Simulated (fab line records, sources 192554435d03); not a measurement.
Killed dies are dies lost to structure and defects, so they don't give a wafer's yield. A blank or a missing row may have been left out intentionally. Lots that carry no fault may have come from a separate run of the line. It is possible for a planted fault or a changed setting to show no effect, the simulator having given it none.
Which of the tools did it? :: flow n5-finfet :: route of 1938 steps, sampled at 1 step: 11 lots, 31 wafers

== WHAT THE GAUGES READ, wafer by wafer ==
N5_SD_ACTIVATION_RS_MEAS_03: the measuring method here is four-point-probe.
lot: L849
measured: day 3 19:29
on: film-metro-01
RS_SD_N (ohm/sq): 22.0 22.0 22.3
RS_SD_P (ohm/sq): 56.8 56.6 55.8

lot: L850
measured: day 4 02:37
on: film-metro-01
RS_SD_N (ohm/sq): 22.1 22.1 22.0
RS_SD_P (ohm/sq): 58.1 58.1 58.5

lot: L851
measured: day 4 04:43
on: film-metro-02
RS_SD_N (ohm/sq): 21.5 21.7 21.6
RS_SD_P (ohm/sq): 55.4 54.7 54.7

lot: L853
measured: day 4 14:53
on: film-metro-02
RS_SD_N (ohm/sq): 21.6 21.6 22.0
RS_SD_P (ohm/sq): 57.0 57.6 57.3

lot: L854
measured: day 5 04:44
on: film-metro-01
RS_SD_N (ohm/sq): 21.7 22.2 21.9
RS_SD_P (ohm/sq): 56.9 56.4 56.0

lot: L855
measured: day 5 05:26
on: film-metro-01
RS_SD_N (ohm/sq): 22.3 22.4 22.4
RS_SD_P (ohm/sq): 56.3 56.9 57.3

lot: L858
measured: day 5 23:10
on: film-metro-02
RS_SD_N (ohm/sq): 21.7 21.8 21.9
RS_SD_P (ohm/sq): 57.1 57.1 57.6

lot: L857
measured: day 6 00:23
on: film-metro-02
RS_SD_N (ohm/sq): 22.1 22.0 22.1
RS_SD_P (ohm/sq): 57.1 57.6 57.4

lot: L863
measured: day 7 07:11
on: film-metro-01
RS_SD_N (ohm/sq): 21.1
RS_SD_P (ohm/sq): 54.2

lot: L867
measured: day 8 03:55
on: film-metro-02
RS_SD_N (ohm/sq): 21.8 21.4 21.2
RS_SD_P (ohm/sq): 55.2 54.9 55.0

lot: L870
measured: day 8 21:29
on: film-metro-02
RS_SD_N (ohm/sq): 22.0 22.0 21.8
RS_SD_P (ohm/sq): 58.2 56.4 57.5

== TOOL THAT RAN EACH LOT (tool first, then ch and the chambers of the sampled wafers, then the start) ==
There is no process step in the record ahead of these readings.

== WHAT THE TOOLS THEMSELVES READ (means of the sampled wafers that have a number; where no wafer has one, the mark that the record gives instead) ==
The record holds no such reading with a usual standard deviation.

== THE ANSWER, worked out from the rows above alone ==
Rule: the lots themselves supply what counts as usual. The widest of any qualifying gaps counts: lots, ordered by their means at a reading, are off when they make up no more than a third of the lots, leave a main group of 4 or more, and stand apart from it by 3 or more times the standard deviation of that group's means. A main group whose means are all the same, to the digits that the tables above print for the reading, isn't used. A lot without any number at a reading at which 4 lots or more have one is off too. Any other lot the step has rows for is counted as sound. The gauges are gone through in route order, then the tools' own readings, and for those a lot's mean is taken as printed above. The first step at which some lot is off is used, and at that step the reading that is off furthest; a lot without a number counts as furthest.
Nothing can be told from this: no lot is off at any reading shown.

== WHAT THE SIMULATOR HAD INSERTED ==
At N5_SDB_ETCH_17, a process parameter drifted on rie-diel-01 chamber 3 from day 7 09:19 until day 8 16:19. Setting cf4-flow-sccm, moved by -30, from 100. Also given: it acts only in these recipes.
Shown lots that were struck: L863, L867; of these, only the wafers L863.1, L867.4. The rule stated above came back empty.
